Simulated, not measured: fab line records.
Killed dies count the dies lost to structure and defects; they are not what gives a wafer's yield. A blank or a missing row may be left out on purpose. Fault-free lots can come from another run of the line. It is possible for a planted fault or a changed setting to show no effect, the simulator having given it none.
fab line records	flow n5_finfet
record: lots: 5	wafers: 13	last_day: 18
route steps=1938 shown HKMG_FIN@436 GATE_CUT@465 BEOL_M4@1111 PASSIVATION@1936
lots that met no fault: from a run of the same line without faults
start_h: hours from the record's opening day to when the first of the lot's shown wafers began	wait_h: hours since the lot's step before	" identical to the entry in the row above	L1.1+2: a single row standing in for several wafers	- no value, or no start was given	* or withheld: withheld	< > ~ a bound
route shown NAME@n: a module of which the file shows steps, and the number in the route of the first	usual: mean/standard deviation of fault-free wafers	same: alike in all rows	chamber/n: place in a boat	sites: readings site by site	_std_site: their standard deviation	_edge_site: inner sites' mean taken away from outer sites' mean	radius_mm: how far each site lies from the wafer's centre	mask NAME#n: copy n	behind: tool/chamber where the wafer was last shaped	hold: why the lot was held/for how many hours/how that ended	device: the n, p or np transistor that did not switch	end of line: the same wafers' tests at the end of the route	where a step has no rows: the recipe by itself	killed: not the wafer's yield, but the dies lost to structure and defects at the first sort	map: shows each die of a wafer: x if killed, . if not, _ if none is there
set.NAME: the setting the step ran with; set.NAME@STEP: the setting that earlier step ran with	model.NAME: the simulator's own value behind a step, which no gauge read
certain route steps with their lots: each step a table, each wafer a row
services: a tool's chamber out of use, with start hour (start_h, from the record's first day; less than 0 if before it), hours out, and reason
== steps ==
step: N5_HKMG_FIN_STRIP_33
recipe: chemistry: N2/H2	temp_c: 40	n2_flow_sccm: 200	h2_flow_sccm: 200	rf_frequency_hz: 6e+07
step: N5_HKMG_FIN_STRIP_34
recipe: chemistry: CF4	resist: SiARC	power_w: 300	bias_power_w: 75	pressure_mtorr: 50	cf4_flow_sccm: 150	rf_frequency_hz: 6e+07
step: N5_HKMG_FIN_ETCH_35
recipe: chemistry: N2/H2	target: SOC	target_depth_a: 2158	ion_energy_ev: 65	bias_w: 5	source_w: 3000	time_s: 243.4	pressure_mtorr: 30	n2_flow_sccm: 200	h2_flow_sccm: 200
step: N5_HKMG_FIN_STRIP_92
recipe: chemistry: N2/H2	material: SOC	time_s: 20	power_w: 500	temp_c: 40	pressure_mtorr: 50	rf_frequency_hz: 6e+07	bias_power_w: 8	h2_frac: 0.5	n2_flow_sccm: 300	h2_flow_sccm: 300
step: N5_HKMG_FIN_WET_ETCH_18
recipe: chemistry: SC1	target: TiN	mix: 1:1:5	temp_c: *	time_s: 55	target_depth_nm: 5.2	dry: ipa_marangoni	rinse_time_s: 30	rinse_temp_c: 23
step: N5_HKMG_FIN_STRIP_19
recipe: chemistry: N2/H2	power_w: 2500	temp_c: 300	h2_frac: 0.65	time_s: 360	pressure_mtorr: withheld	n2_flow_sccm: 1750	h2_flow_sccm: 3250
step: N5_HKMG_FIN_ALD_91
recipe: material: TiN	target_thk_a: 10	temp_c: 400	ald_precursor_family: TiCl4	ald_co_reactant: NH3	pulse_time_s: 1	purge_time_s: 3	co_reactant_purge_time_s: 2	co_reactant_pulse_time_s: 2	ald_cycles: 47	pressure_torr: 3
step: N5_HKMG_FIN_COAT_85
recipe: resist: SOC	temp_c: 250	time_s: 60	spin_rpm: 1500	resist_thk_nm: 300
step: N5_HKMG_FIN_ETCH_86
recipe: chemistry: N2/H2	target: SOC	target_depth_a: 3932	stop_on: TiN	ion_energy_ev: 100	bias_w: 61	pressure_mtorr: 30	source_w: 850	n2_flow_sccm: 200	h2_flow_sccm: 200
step: N5_HKMG_FIN_STRIP_89
recipe: chemistry: N2/H2	material: SOC	time_s: 20	power_w: 500	temp_c: 40	pressure_mtorr: 50	rf_frequency_hz: 6e+07	bias_power_w: 8	h2_frac: 0.5	n2_flow_sccm: 300	h2_flow_sccm: 300
step: N5_HKMG_FIN_WET_ETCH_87
recipe: chemistry: SC1	target: TiN	mix: 1:2:40	temp_c: 50	time_s: 154.2	target_depth_nm: 4.7	dry: ipa_marangoni	rinse_time_s: 30	rinse_temp_c: 23
step: N5_HKMG_FIN_STRIP_88
recipe: chemistry: N2/H2	power_w: 2500	temp_c: 300	h2_frac: 0.65	time_s: 360	pressure_mtorr: withheld	n2_flow_sccm: 1750	h2_flow_sccm: 3250
step: N5_HKMG_FIN_NWFM_ALD_20
recipe: material: TiAlC	target_thk_a: 20	temp_c: 300	ald_precursor_family: TiCl4	ald_co_reactant: TEA	pulse_time_s: 3	purge_time_s: 2	co_reactant_purge_time_s: 2	co_reactant_pulse_time_s: 10	ald_cycles: 7	pressure_torr: 3
usual: co_reactant_pulse_time_s: 10/0	heater_power_w: 505/45	precursor_pulse_height_rel: 1.002/0.021
lot.wafer	tool	chamber	start_h	wait_h	co_reactant_pulse_time_s	heater_power_w	precursor_pulse_height_rel
L372.4	ald_metal-02	3	120.51	0.1	10	563	1.011
L372.5	"	1	"	"	10	518	0.976
L372.6	"	2	"	"	10	515	1.017
L381.4	ald_metal-02	3	172.49	0.1	10	552	0.989
L381.5	"	3	"	"	5.9053	562	0.991
L381.6	"	0	"	"	10	463	0.995
L382.1	ald_metal-02	3	179.73	0.3	5.9053	544	0.974
L382.5	"	3	"	"	5.9053	548	1.036
L384.2	ald_metal-02	0	190.85	0.3	10	474	1.010
L384.5	"	3	"	"	5.9053	533	1.014
L388.2	ald_metal-01	3	216.42	0.3	10	551	0.952
L388.4	"	2	"	"	10	425	1.030
L388.5	"	1	"	"	10	557	1.015
step: N5_HKMG_FIN_ALD_71
recipe: material: TiN	target_thk_a: 10	temp_c: 400	ald_precursor_family: TiCl4	ald_co_reactant: NH3	pulse_time_s: 1	purge_time_s: 3	co_reactant_purge_time_s: 2	co_reactant_pulse_time_s: 2	ald_cycles: 47	pressure_torr: 3
step: N5_HKMG_FIN_COAT_66
recipe: resist: SOC	temp_c: 250	time_s: 60	spin_rpm: 1500	resist_thk_nm: 300
step: N5_HKMG_FIN_ETCH_67
recipe: chemistry: N2/H2	target: SOC	target_depth_a: 3889	stop_on: TiN	ion_energy_ev: 100	bias_w: 61	pressure_mtorr: 30	source_w: 850	n2_flow_sccm: 200	h2_flow_sccm: 200
step: N5_HKMG_FIN_STRIP_90
recipe: chemistry: N2/H2	material: SOC	time_s: 20	power_w: 500	temp_c: 40	pressure_mtorr: 50	rf_frequency_hz: 6e+07	bias_power_w: 8	h2_frac: 0.5	n2_flow_sccm: 300	h2_flow_sccm: 300
step: N5_HKMG_FIN_WET_ETCH_73
recipe: chemistry: SC1	mix: 1:2:40	temp_c: 50	time_s: 42.3	target_depth_nm: 1.3	dry: ipa_marangoni	rinse_time_s: 30	rinse_temp_c: 23
step: N5_HKMG_FIN_ETCHBACK_68
recipe: chemistry: Cl2/Ar	stop_on: HfO2	target_depth_a: 5	pressure_mtorr: 10	icp_w: 600	bias_w: 60	Cl2_flow_sccm: 40	Ar_flow_sccm: 60
step: N5_HKMG_FIN_STRIP_69
recipe: chemistry: N2/H2	power_w: 2500	temp_c: 300	h2_frac: 0.65	time_s: 360	pressure_mtorr: withheld	n2_flow_sccm: 1750	h2_flow_sccm: 3250
step: N5_HKMG_FIN_ALD_21
recipe: material: TiN	target_thk_a: 15	temp_c: 400	ald_precursor_family: TiCl4	ald_co_reactant: NH3	pulse_time_s: 1	purge_time_s: 3	co_reactant_purge_time_s: 2	co_reactant_pulse_time_s: 2	ald_cycles: 68	pressure_torr: 3
step: N5_HKMG_FIN_ALD_72
recipe: material: W	target_thk_a: 20	temp_c: 300	pressure_torr: 7.5	ald_precursor_family: WF6	ald_co_reactant: B2H6	pulse_time_s: 1	purge_time_s: 2	co_reactant_purge_time_s: 2	co_reactant_pulse_time_s: 3	ald_cycles: 7
step: N5_HKMG_FIN_W_FILL_22
recipe: material: W	target_thk_a: 600	temp_c: 400	pressure_torr: 39.4	time_s: 18.2
step: N5_HKMG_FIN_PRECLEAN_83
recipe: chemistry: DIW	time_s: 57.5	temp_c: 23
step: N5_HKMG_FIN_SRD_84
recipe: dry_time_s: 32	dry: n2_spin	spin_rpm: 1500
step: N5_HKMG_FIN_CMP_23
recipe: stop_on: SiNx	t_overpolish_s: 10	post_cmp_clean: rinse_only	down_force_psi: 4	platen_rpm: 50.289	pad_velocity_m_s: 1.0006	target_thk_nm: 46.326
step: N5_HKMG_FIN_CMP_94
recipe: stop_on: SiNx	post_cmp_clean: w_dilute_nh4oh	t_overpolish_s: 4.7	down_force_psi: 4	platen_rpm: 50.289	pad_velocity_m_s: 1.0006	target_thk_nm: 43.299
step: N5_GATE_CUT_ETCHBACK_00
recipe: chemistry: SF6/Cl2	target: W	pressure_mtorr: 8	icp_w: 900	bias_w: 80	SF6_flow_sccm: 40	Cl2_flow_sccm: 60
step: N5_GATE_CUT_ETCH_56
recipe: chemistry: Cl2/Ar	target: TiN	target_depth_a: 216	pressure_mtorr: 10	icp_w: 600	bias_w: 60	Cl2_flow_sccm: 40	Ar_flow_sccm: 60
step: N5_GATE_CUT_ETCHBACK_30
recipe: chemistry: Cl2/Ar	target: TiN	target_depth_a: 30	mode: isotropic	pressure_mtorr: 10	icp_w: 600	bias_w: 60	Cl2_flow_sccm: 40	Ar_flow_sccm: 60
step: N5_GATE_CUT_VAPOR_ETCH_60
recipe: chemistry: BCl3/Cl2	target: HfO2	mode: isotropic
step: N5_GATE_CUT_ETCH_58
recipe: chemistry: CH3F/O2	target: SiNx	target_depth_a: 170	time_s: 128.6	ion_energy_ev: 50	pressure_mtorr: 30	source_w: 415	bias_w: 21	Ar_flow_sccm: 150	CH3F_flow_sccm: 30	O2_flow_sccm: 20
step: N5_GATE_CUT_STRIP_59
recipe: chemistry: N2/H2	time_s: 20	power_w: 100	temp_c: 40	pressure_mtorr: 100	rf_frequency_hz: 6e+07	bias_power_w: 3	n2_flow_sccm: 300	h2_flow_sccm: 300
step: N5_GATE_CUT_PRECLEAN_31
recipe: temp_c: 23	chemistry: DIW	time_s: 300
step: N5_GATE_CUT_SRD_32
recipe: time_s: 30	temp_c: 23	rinse_liquid: diw	dry: ipa_marangoni
step: N5_GATE_CUT_SAC_CAP_01
recipe: material: SiNx	target_thk_a: 240	temp_c: 400	ald_precursor_family: SiH2I2	ald_co_reactant: N2/H2-plasma	pulse_time_s: 1	ald_cycles: 480	purge_time_s: 2	co_reactant_purge_time_s: 2	pressure_torr: 2
step: N5_GATE_CUT_PECVD_57
recipe: material: SiNx	target_thk_a: 210	temp_c: 400	precursor: SiH4/NH3/N2	pressure_torr: 1.5	rf_w: 300
step: N5_GATE_CUT_CMP_02
recipe: stop_on: SiO2	t_overpolish_s: 12.7	post_cmp_clean: alkaline_brush	down_force_psi: 2.5	platen_rpm: 51.8	pad_velocity_m_s: 1.0307	target_thk_nm: 0
step: N5_GATE_CUT_HM_DEP_46
recipe: material: SiO2	target_thk_a: 1300	temp_c: 400	precursor: TEOS/O2	pressure_torr: 6.5	rf_w: 900	teos_flow_sccm: 161.4	gas: O2	flow_sccm: 2650	time_s: 26.6
step: N5_BEOL_M4_RC_MEAS_101
usual: DIBL_N: 36.5/1.4	DIBL_P: 36.6/1.6	IOFF_N: 0.160/0.024	IOFF_N_85C: 3.1/0.39	IOFF_N_LIN: 0.074/0.0091	IOFF_N_LONG: 5.55e-05/2.3e-06	IOFF_P: 0.217/0.029	ION_N: 674/8.7	ION_P: 464/6.5	SS_N: 71.6/0.47	SS_P: 73.4/0.57	VT_N: 250.0/2.5	VT_N_LONG: 275.0/1.9	VT_N_LVT: 99.0/2.8	VT_P: -250/3.1
lot.wafer	tool	chamber	start_h	wait_h	DIBL_N[mV/V]	DIBL_P[mV/V]	IOFF_N[nA/um]	IOFF_N_85C[nA/um]	IOFF_N_LIN[nA/um]	IOFF_N_LONG[nA/um]	IOFF_P[nA/um]	ION_N[uA/um]	ION_P[uA/um]	SS_N[mV/dec]	SS_P[mV/dec]	VT_N[mV]	VT_N_LONG[mV]	VT_N_LVT[mV]	VT_P[mV]
L372.4	prober-01	0	216.48	0.5	38.5	37.2	0.182	3.5	0.081	5.8e-05	0.244	677	469	72.0	73.7	246.1	271.4	95.1	-248
L372.5	"	0	"	"	38.2	38.1	0.179	3.5	0.080	5.67e-05	0.262	672	468	72.0	73.8	250.8	276.1	95.9	-248
L372.6	"	0	"	"	34.9	32.6	0.116	2.4	0.056	5.84e-05	0.173	658	464	71.0	72.9	254.1	272.4	102.3	-251
L381.4	prober-02	0	263.61	0.5	35.7	35.3	0.135	2.7	0.064	5.47e-05	0.167	676	456	71.4	73.1	251.1	273.9	98.8	-255
L381.5	"	0	"	"	34.9	34.0	0.067	1.5	0.032	3.87e-05	0.169	624	456	71.2	73.1	271.1	291.8	116.6	-255
L381.6	"	0	"	"	35.9	35.2	0.131	2.7	0.062	5.4e-05	0.162	661	453	72.1	73.6	252.4	276.0	100.1	-255
L382.1	prober-02	0	270.15	0.0	37.9	37.6	0.092	2.0	0.042	3.81e-05	0.251	634	469	71.7	73.2	267.7	288.9	117.2	-247
L382.5	"	0	"	"	36.2	36.4	0.081	1.7	0.037	3.84e-05	0.226	629	464	71.4	73.1	264.8	293.8	117.8	-247
L384.2	prober-02	0	289.12	0.2	34.8	35.7	0.137	2.7	0.065	5.25e-05	0.188	669	462	71.1	73.2	250.9	274.5	102.8	-255
L384.5	"	0	"	"	35.2	36.0	0.077	1.7	0.036	3.72e-05	0.222	624	464	71.9	73.4	270.2	292.0	119.4	-247
L388.2	prober-02	0	304.29	0.2	38.1	38.6	0.208	3.8	0.091	5.48e-05	0.260	689	466	71.6	73.7	244.8	275.1	95.2	-247
L388.4	"	0	"	"	37.4	36.5	0.174	3.3	0.077	5.46e-05	0.223	680	465	72.1	73.2	249.1	273.8	98.8	-249
L388.5	"	0	"	"	37.2	36.6	0.172	3.3	0.076	5.47e-05	0.221	677	460	71.8	73.5	249.9	275.1	99.5	-250
step: N5_PASSIVATION_PROBE_49
usual: defect_limited_yield: 91.2/1.4	killed_at_M0_to_M3: 34/9.4	killed_at_M4_up: 13/5.8	killed_at_contacts: 13/6.4	killed_at_front_end: 41/11	killed_at_other: 3.1/2.3	killed_dies: 103/16	killed_open: 69/12	killed_short: 33/7.8	sort_bin_5_function: 5.1/0.91	sort_bin_6_memory: 3.3/0.63	sort_bin_8_speed: 0/0	sort_n_pass: 1077/16	sort_yield_pct: 91.2/1.4
same: gross_dies: 1180	killed_at_back_side: 0	sort_bin_4_leakage[%]: 0
lot.wafer	tool	chamber	start_h	wait_h	defect_limited_yield[%]	killed_at_M0_to_M3	killed_at_M4_up	killed_at_contacts	killed_at_front_end	killed_at_other	killed_dies	killed_open	killed_short	sort_bin_5_function[%]	sort_bin_6_memory[%]	sort_bin_8_speed[%]	sort_n_pass	sort_yield_pct[%]
L381.4	prober-01	-	362.22	0.2	93.6	24	5	8	36	2	75	43	32	4.0	2.2	0	1105	93.6
L381.5	prober-01	-	362.27	0.2	89.8	34	7	23	50	6	120	75	45	6.4	3.6	13.56	900	76.3
L381.6	prober-01	-	362.32	0.3	91.2	43	8	15	34	4	104	65	39	5.2	3.3	0	1076	91.2
L384.2	prober-02	-	384.08	0.1	89.7	49	11	9	46	7	122	85	36	6.1	3.5	0	1058	89.7
L384.5	prober-02	-	384.23	0.2	90.9	37	14	10	46	0	107	64	39	4.7	3.6	19.32	845	71.6
L388.2	prober-01	-	411.81	0.1	90.5	27	14	18	53	0	112	77	35	5.3	3.6	0	1068	90.5
L388.4	prober-01	-	411.91	0.2	90.7	32	18	13	45	2	110	67	37	6.2	3.0	0	1070	90.7
L388.5	prober-01	-	411.96	0.2	91.8	21	11	12	48	5	97	58	37	4.7	3.2	0	1083	91.8
L382.1	prober-01	-	425.92	0.0	90.9	26	4	3	71	3	107	70	33	5.3	3.0	0.34	1069	90.6
L382.5	prober-01	-	426.12	0.2	92.3	21	8	7	53	2	91	56	35	3.6	3.9	8.73	986	83.6
killed by level:class
L381.4 BEOL_M0_SAQP:geometric_particle:short=9 MOL_CONTACT_COAG:geometric_particle:open=8 DUMMY_GATE:geometric_particle:open=5 GATE_CUT:geometric_particle:open=5 GATE_CUT:geometric_particle:short=5 FIN_SAQP:geometric_particle:short=4 FIN_SAQP:geometric_particle:open=3 STI_FIN_REVEAL:geometric_particle:open=3
L381.5 MOL_CONTACT_COAG:geometric_particle:open=19 FIN_SAQP:geometric_particle:open=13 BEOL_M0_SAQP:geometric_particle:short=12 FIN_SAQP:geometric_particle:short=10 BEOL_M0_SAQP:geometric_particle:open=9 STI_FIN_REVEAL:geometric_particle:open=8 GATE_CUT:geometric_particle:short=6 BEOL_M3:geometric_particle:open=4
L381.6 BEOL_M0_SAQP:geometric_particle:open=20 BEOL_M0_SAQP:geometric_particle:short=15 MOL_CONTACT_COAG:geometric_particle:open=11 FIN_SAQP:geometric_particle:short=7 DUMMY_GATE:geometric_particle:open=7 GATE_CUT:geometric_particle:short=4 MOL_CONTACT_COAG:geometric_particle:short=4 STARTING-WAFER:geometric_particle:open=4
L384.2 BEOL_M0_SAQP:geometric_particle:open=13 DUMMY_GATE:geometric_particle:open=10 BEOL_M2:geometric_particle:open=10 BEOL_M1:geometric_particle:open=9 MOL_CONTACT_COAG:geometric_particle:open=8 BEOL_M0_SAQP:geometric_particle:short=7 BEOL_M1:geometric_particle:short=6 FIN_SAQP:geometric_particle:short=5
L384.5 BEOL_M2:geometric_particle:open=9 BEOL_M0_SAQP:geometric_particle:open=7 FIN_SAQP:geometric_particle:open=6 MOL_CONTACT_COAG:geometric_particle:open=6 GATE_CUT:geometric_particle:short=6 BEOL_M0_SAQP:geometric_particle:short=6 ILD0:geometric_particle:open=5 FIN_SAQP:geometric_particle:short=4
L388.2 MOL_CONTACT_COAG:geometric_particle:open=15 FIN_SAQP:geometric_particle:open=13 STI_FIN_REVEAL:geometric_particle:open=9 BEOL_M0_SAQP:geometric_particle:short=7 BEOL_M1:geometric_particle:open=7 DUMMY_GATE:geometric_particle:open=6 GATE_CUT:geometric_particle:short=6 BEOL_M4:geometric_particle:open=6
L388.4 FIN_SAQP:geometric_particle:short=13 MOL_CONTACT_COAG:geometric_particle:open=10 BEOL_M0_SAQP:geometric_particle:open=8 STI_FIN_REVEAL:geometric_particle:open=7 BEOL_M4:geometric_particle:open=7 BEOL_M1:geometric_particle:open=6 BEOL_M2:geometric_particle:open=6 GATE_CUT:geometric_particle:short=4
L388.5 STI_FIN_REVEAL:geometric_particle:open=11 FIN_SAQP:geometric_particle:short=10 MOL_CONTACT_COAG:geometric_particle:open=9 BEOL_M4:geometric_particle:open=8 BEOL_M0_SAQP:geometric_particle:short=7 GATE_CUT:geometric_particle:short=6 FIN_SAQP:geometric_particle:open=5 DUMMY_GATE:geometric_particle:open=5
L382.1 FIN_SAQP:geometric_particle:open=24 STI_FIN_REVEAL:geometric_particle:open=15 FIN_SAQP:geometric_particle:short=12 GATE_CUT:geometric_particle:short=5 BEOL_M1:geometric_particle:short=5 BEOL_M0_SAQP:geometric_particle:short=4 BEOL_M1:geometric_particle:open=4 BEOL_M2:geometric_particle:open=4
L382.5 FIN_SAQP:geometric_particle:open=14 DUMMY_GATE:geometric_particle:open=9 GATE_CUT:geometric_particle:short=7 MOL_CONTACT_COAG:geometric_particle:open=6 FIN_SAQP:geometric_particle:short=5 BEOL_M0_SAQP:geometric_particle:short=5 BEOL_M0_SAQP:geometric_particle:open=5 STI_FIN_REVEAL:geometric_particle:short=4
map L381.5 (x killed, . not)
_________________........xx..________________
______________....xx............_____________
___________.......x...........x....__________
__________............x............x_________
________....x...x........x..x......x.._______
_______....xx.........x....x...x.......______
______xx...x.....x................x....._____
_____.............x.....x.....x..........____
____................xx.......x............___
___......x..x.......x........x....x.....x..__
___..................x.........x..........x__
__.............xx.....................x....._
__.......x................x........x........_
_....x..x.x.x.......x..............x.xx..x...
_........x............x.........x............
_................x...x..................x...x
_x.........x.......x.................x.......
_.......x........x...................x......x
_..........x.x................x...x..x..x....
_..........x..........x...........x........x.
_................x......................x....
__................x..........x....x........x_
__..x.......x..........x.........x...x......_
___...............x................x...x...__
___..x..xxx..........x......x..............__
____x....x.......x........................___
_____..........x..............x..x..x...x____
______........................x...x....._____
_______..x.....x.......................______
________x..x......................x..._______
__________..................x.....x._________
___________x.....x...........x.....__________
______________..............x..._____________
_________________.....x......________________
map L382.1 (x killed, . not)
_________________.x.....xx...________________
______________..........x.x..x.._____________
___________.x......................__________
__________..................x......._________
________...............x.....x...x.x.._______
_______.............x....x..x..........______
______xx...............x............x..x_____
_____.x.................x................____
____..x........x...x..................x...___
___..x....x.................x.....x......x.__
___...................................x....__
__.............x.......x...................._
__..........x...................x....x..x..._
_...x....x....x...x..................x....x.x
_..............x.x........x....x....xx.......
_..........x.........................x.......
_x.....x........x...x.x.x.x..................
_.....x.xx........x...............x..........
_..........x...xx.......x..........x.........
_............................................
_..x.......x................x............x...
__....x.x..................................._
__................x..............xx........._
___.x..x........x..x...................x...__
___..........x......................x......__
____.................x.....x............x.___
_____...................x........xx......____
______............x....................._____
_______......x............x............______
________x......x....x......x.........._______
__________.......x......x........x.._________
___________...........x............__________
______________.....x......xx...._____________
_________________.........x..________________
== services ==
tool	chamber	start_h	hours	kind
ald_metal-01	-	123.29	0.6	repair
ald_metal-01	0	211.37	11.5	repair
== key ==
first_sign: step: N5_HKMG_FIN_NWFM_ALD_20	reading: co_reactant_pulse_time_s	direction: down	sigmas: 99+	usual: *	struck: *
effect: step: N5_BEOL_M4_RC_MEAS_101	reading: VT_N_LONG	direction: up	sigmas: 9	usual: 275.0	struck: 291.6
effect: step: N5_BEOL_M4_RC_MEAS_101	reading: IOFF_N_LONG	direction: down	sigmas: 7.6	usual: 5.55e-05	struck: 3.81e-05
effect: step: N5_BEOL_M4_RC_MEAS_101	reading: VT_N	direction: up	sigmas: 7.4	usual: 250.0	struck: 268.4
effect: step: N5_BEOL_M4_RC_MEAS_101	reading: VT_N_LVT	direction: up	sigmas: 6.7	usual: 99.0	struck: 117.8
effect: step: N5_BEOL_M4_RC_MEAS_101	reading: ION_N	direction: down	sigmas: 5.4	usual: 674	struck: 628
effect: step: N5_BEOL_M4_RC_MEAS_101	reading: IOFF_N_LIN	direction: down	sigmas: 4.1	usual: 0.074	struck: 0.037
effect: step: N5_BEOL_M4_RC_MEAS_101	reading: IOFF_N_85C	direction: down	sigmas: 3.6	usual: 3.1	struck: 1.7
effect: step: N5_BEOL_M4_RC_MEAS_101	reading: IOFF_N	direction: down	sigmas: 3.3	usual: 0.160	struck: 0.079
effect: step: N5_PASSIVATION_PROBE_49	reading: sort_bin_8_speed	direction: up	sigmas: 99+	usual: 0	struck: 10.49
met_at N5_HKMG_FIN_NWFM_ALD_20
struck_wafers L381.5,L382.1,L382.5,L384.5
onset_between 120.51 172.49
fault: kind: process_parameter_drift	tool: ald_metal-02	chamber: -	onset_h: 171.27	steps: N5_HKMG_FIN_NWFM_ALD_20	channel: co_reactant_pulse_time_s	offset: *	shape: step	end_h: 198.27	scope: struck_wafers_only	acts_in: *	stated: *
